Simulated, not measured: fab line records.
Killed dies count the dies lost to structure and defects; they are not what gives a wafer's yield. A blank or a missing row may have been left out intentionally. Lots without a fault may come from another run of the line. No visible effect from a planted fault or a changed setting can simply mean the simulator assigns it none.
Chamber matching	flow nandHarc	NHARC_P_GATE_STRIP_108 on rieDiel-04 has 4 sister chambers
The step strips in O2. 4 wafers are shown with their chamber, then 7 later ones without.

WAFERS, EACH WITH ITS CHAMBER
wafer	chamber	showerheadPlenumPTorr (Torr)
L602.4	3	3.31
L605.6	1	3.56
L606.1	0	3.40
L606.4	2	3.76

WAFERS WITH NO CHAMBER GIVEN
wafer	showerheadPlenumPTorr (Torr)
L606.6	3.31
L609.1	3.31
L609.3	3.75
L609.5	3.40
L612.2	3.31
L612.3	3.56
L612.6	3.56

WHICH CHAMBER EACH WENT THROUGH
wafer	from the rows above	in truth
L606.6	3	3
L609.1	3	3
L609.3	2	2
L609.5	0	0
L612.2	3	3
L612.3	1	1
L612.6	1	1
Correctly placed: 7 of 7. Can't be placed from these rows: 0. 0 placed wrongly.
How it was worked out, from the rows above alone: a wafer's distance from a chamber is the root of the sum, over the readings, of the square of ((its reading less the chamber's mean) divided by the reading's scatter). If the next closest chamber is less than 2 further off than the closest, the wafer can't be placed; otherwise it belongs to the closest. A chamber's mean is the mean of its shown wafers. The scatter: root of mean squared gap, hidden wafer to nearest shown wafer, with one shown wafer a chamber.
